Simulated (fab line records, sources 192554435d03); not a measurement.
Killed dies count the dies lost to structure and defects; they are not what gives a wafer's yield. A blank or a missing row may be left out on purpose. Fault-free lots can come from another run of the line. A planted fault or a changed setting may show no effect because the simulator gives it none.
Split-lot experiment	flow n5Finfet	21 wafers read from 7 lots, route of 1938 steps

ABOUT THE SPLIT
At N5_BEOL_M0_SAQP_PEB_12 (peb time 60 s), the setting pebTimeS was moved away from the recipe's 60 s on 10 of the 21 wafers read, by -14.9% to +22.1%. This setting was run at the recipe's value on the other wafers.

FROM THE SPLIT TO THE READING: what the file shows between them, 1 step
- N5_BEOL_M0_SAQP_DEVELOP_13: develop time 30 s

THE READING
cdNm at N5_BEOL_M0_SAQP_CD_MEAS_14, given in nm (cd target 42.5 nm). Typical for fault-free wafers on this fab line: 42.4 nm, with standard deviation 0.38 nm.

wafer	tool, chamber at the split	pebTimeS as run, s	against the recipe	cdNm, nm	against lot-mates on the recipe
L074.2	lithoTrack-02, 0	60	recipe	42.0	-
L074.3	lithoTrack-02, 0	51.98	-13.4%	44.7	+2.7
L074.4	lithoTrack-02, 0	51.98	-13.4%	44.8	+2.8
L075.4	lithoTrack-04, 0	53.64	-10.6%	44.6	+0.3
L075.5	lithoTrack-04, 0	53.64	-10.6%	44.8	+0.5
L075.6	lithoTrack-04, 0	60	recipe	44.3	-
L078.1	lithoTrack-03, 0	60	recipe	42.4	-
L078.2	lithoTrack-03, 0	73.24	+22.1%	38.3	-3.5
L078.5	lithoTrack-03, 0	60	recipe	41.3	-
L080.2	lithoTrack-02, 0	60	recipe	41.9	-
L080.5	lithoTrack-02, 0	60	recipe	43.8	-
L080.6	lithoTrack-02, 0	51.08	-14.9%	46.4	+3.6
L086.2	lithoTrack-04, 0	60	recipe	43.0	-
L086.3	lithoTrack-04, 0	60	recipe	42.6	-
L086.5	lithoTrack-04, 0	60	recipe	42.9	-
L092.1	lithoTrack-04, 0	63.71	+6.2%	42.3	-0.4
L092.5	lithoTrack-04, 0	60	recipe	42.7	-
L092.6	lithoTrack-04, 0	63.71	+6.2%	41.5	-1.2
L093.1	lithoTrack-02, 0	54.37	-9.4%	44.1	+1.4
L093.2	lithoTrack-02, 0	54.37	-9.4%	44.5	+1.8
L093.6	lithoTrack-02, 0	60	recipe	42.7	-

FIT RESULTS
A straight line over all 21 wafers: cdNm changes by -0.187 nm for each +1% of pebTimeS; r = -0.92; the points scatter about the line by 0.69 nm.
The same after taking each lot's own level away (the mean of its wafers on the recipe; 21 wafers): -0.164 nm for each +1%; r = -0.91; scatter 0.67 nm.
That fit puts the effect of the largest move of pebTimeS on the reading at 3.6 nm.
The span of the lots' own levels, 41.85 to 44.30 nm, comes to 6.4 times the standard deviation stated above.
So the slope is not independent of the lot-to-lot level: the two fits are not the same.
Check: -3.65 nm against its lot-mates is what the line predicts for one of the wafers moved furthest among these (+22.1%) when that wafer is left out of the fit. Against them it came out at -3.55 nm.

OTHER SPLITS APPLIED TO THESE WAFERS
Before the reading, these wafers also passed through other splits. Each is held against what the fit with the lots' levels taken away leaves over:
other split on the same wafers	wafers away from the commonest value	r with cdNm (lot level and that fit taken away)
N5_SDB_STRIP_22 powerW	6	+0.03
N5_SDB_CUT_ETCH_26 icpW	3	+0.34
N5_GATE_CUT_EXPOSE_10 doseMj	2	-0.33
N5_GATE_CUT_DESCUM_18 timeS	6	+0.18
N5_MOL_CONTACT_COAG_VIA_ETCH_117 biasW	9	-0.38
N5_BEOL_M0_SAQP_EXPOSE_11 doseMj	5	-0.43

THE FILE'S OWN FIT
cdNm changes by -0.171 nm for each +1% of pebTimeS, r = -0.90.
